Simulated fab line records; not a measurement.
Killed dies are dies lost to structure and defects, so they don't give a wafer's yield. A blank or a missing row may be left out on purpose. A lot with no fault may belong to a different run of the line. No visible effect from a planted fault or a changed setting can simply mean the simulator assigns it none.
Chamber matching / flow nand_harc / 3 sister chambers for NHARC_A_STAIRCASE_DEP_301 on pecvd-04
The step deposits SiON, target thk 30 nm. 3 wafers are shown with their chamber, then 8 later ones without.

## WAFERS PAIRED WITH THEIR CHAMBERS
wafer=L082.2; chamber=2; heater_power_w (W)=752
wafer=L082.6; chamber=0; heater_power_w (W)=771
wafer=L083.3; chamber=1; heater_power_w (W)=678

## WAFERS WITHOUT THEIR CHAMBER
wafer=L083.4; heater_power_w (W)=668
wafer=L083.5; heater_power_w (W)=699
wafer=L085.1; heater_power_w (W)=732
wafer=L085.2; heater_power_w (W)=738
wafer=L085.3; heater_power_w (W)=726
wafer=L090.1; heater_power_w (W)=700
wafer=L090.4; heater_power_w (W)=840
wafer=L090.5; heater_power_w (W)=715

## CHAMBER TAKEN BY EACH
wafer=L083.4; from the rows above=1; in truth=1
wafer=L083.5; from the rows above=can't be placed: 1 or 2 or 0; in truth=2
wafer=L085.1; from the rows above=can't be placed: 2 or 0 or 1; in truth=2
wafer=L085.2; from the rows above=can't be placed: 2 or 0 or 1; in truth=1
wafer=L085.3; from the rows above=can't be placed: 2 or 0 or 1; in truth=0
wafer=L090.1; from the rows above=can't be placed: 1 or 2 or 0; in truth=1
wafer=L090.4; from the rows above=can't be placed: 0 or 2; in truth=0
wafer=L090.5; from the rows above=can't be placed: 1 or 2 or 0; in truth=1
1 of 8 placed correctly. Can't be placed from these rows: 7 (the true chamber is among the candidates in 7). 0 placed wrongly.
How it was worked out, from the rows above alone: a wafer's distance from a chamber is the root of the sum, over the readings, of the square of ((its reading less the chamber's mean) divided by the reading's scatter). If the next closest chamber is less than 2 further off than the closest, the wafer can't be placed; otherwise it belongs to the closest. The mean given for a chamber averages the wafers shown for that chamber. The scatter: with one shown wafer a chamber, the root of the mean of the squares of how far each hidden wafer lies from its nearest shown one.
